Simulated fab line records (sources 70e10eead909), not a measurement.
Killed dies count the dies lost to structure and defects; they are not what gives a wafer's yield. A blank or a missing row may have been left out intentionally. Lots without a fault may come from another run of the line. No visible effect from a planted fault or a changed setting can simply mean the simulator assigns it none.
Code-filled problem report in 8D (eight disciplines) form -- flow nand_harc -- the parts of the form that need people (team, actions taken, sign-off) are left out

== 1. THE ISSUE ==
Wafers with no fault read 31 with a standard deviation of 9.9, whereas killed_dies at NHARC_END_SORT_01 reads a mean of 128 on 1 wafer of 1 lot. That is +9.8 standard deviations from the usual mean.
The first sign was on wafer L672.6 at day 24 10:28, on prober-01. The record holds 3 wafers of 1 lot with a number at this step. By rule, "out" or "out of limits" means more than 4 standard deviations away from the usual mean. Any other wafer with a number is counted as sound.

== 2. WHAT IT IS, AND WHAT IT ISN'T ==
question,is,is not
which readings at this step,"killed_dies, killed_at_array","killed_at_other, killed_at_periphery, killed_open, killed_short"
which lots,L672,-
which wafers of those lots,L672.6,"L672.2, L672.4"
read on which gauges,prober-01,-
when,from day 24 10:28,up to then (2 sound wafers)

== 3. WHAT RULES OUT EACH SUSPECT ==
Counting: if a tool at a process step up to the reading ran every lot that is out, it stays a suspect. Sound lots after the first of them don't rule it out here, since some wafers of a struck lot are sound.
- the gauge at NHARC_END_SORT_01: kept. All the wafers that are out were read on prober-01, and no step on other tools shows them out.
- rie_diel-03 at NHARC_A_CONTACT_STRIP_108 (strips in CF4/CHF3): kept. It ran the lot that is out, L672 (day 22 06:56).
- rie_diel-10 at NHARC_THIN_TSV_DESCUM_14 (chemistry O2, time 3 s): kept. It ran the lot that is out, L672 (day 23 13:29).
- cmp-04 at NHARC_THIN_TSV_CMP_21 (polishes, t overpolish 30 s, target thk 2000 nm): kept. It ran the lot that is out, L672 (day 23 18:43).
- rie_metal-02 at NHARC_THIN_TSV_ETCH_36 (etches the open film in Cl2/BCl3, target depth 65 nm, time 18.571 s): kept. It ran the lot that is out, L672 (day 23 20:44).
Left after counting: rie_diel-03 at NHARC_A_CONTACT_STRIP_108, rie_diel-10 at NHARC_THIN_TSV_DESCUM_14, cmp-04 at NHARC_THIN_TSV_CMP_21, rie_metal-02 at NHARC_THIN_TSV_ETCH_36, prober-01 at NHARC_END_SORT_01.

== 4. THE CAUSE (what the simulator had put in) ==
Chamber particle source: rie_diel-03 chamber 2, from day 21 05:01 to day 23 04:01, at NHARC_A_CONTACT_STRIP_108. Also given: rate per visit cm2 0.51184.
5 suspects survive the count, and this tool is in that group.

== 5. THE EFFECT CHAIN, in route order ==
Rows list readings where the struck wafers' mean (over those with a number) sits beyond 3 standard deviations from the usual. Readings are gone through only where the record gives a usual standard deviation; hours: the median, over the lots, of the time from a lot's start at the first step in this table giving one to that lot's start at this step; sigmas: the change measured in usual standard deviations.
hours,step,reading,usual,on struck wafers,change,sigmas
0,NHARC_END_SORT_01,killed_at_array,27,119,+92,+9.3
0,NHARC_END_SORT_01,killed_dies,31,128,+97,+9.8

== 6. WHAT WOULD HAVE CAUGHT IT SOONER ==
Counted from the fault's start at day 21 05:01, it took 77 hours until the first out-of-limits reading at a measuring or inspecting step in this record, taken at day 24 10:28.
The start of NHARC_A_CONTACT_STRIP_108 on rie_diel-03 came by day 24 10:28 for every one of the lots that are out (1). Had the tool been put on hold then, not one of them would have been saved.
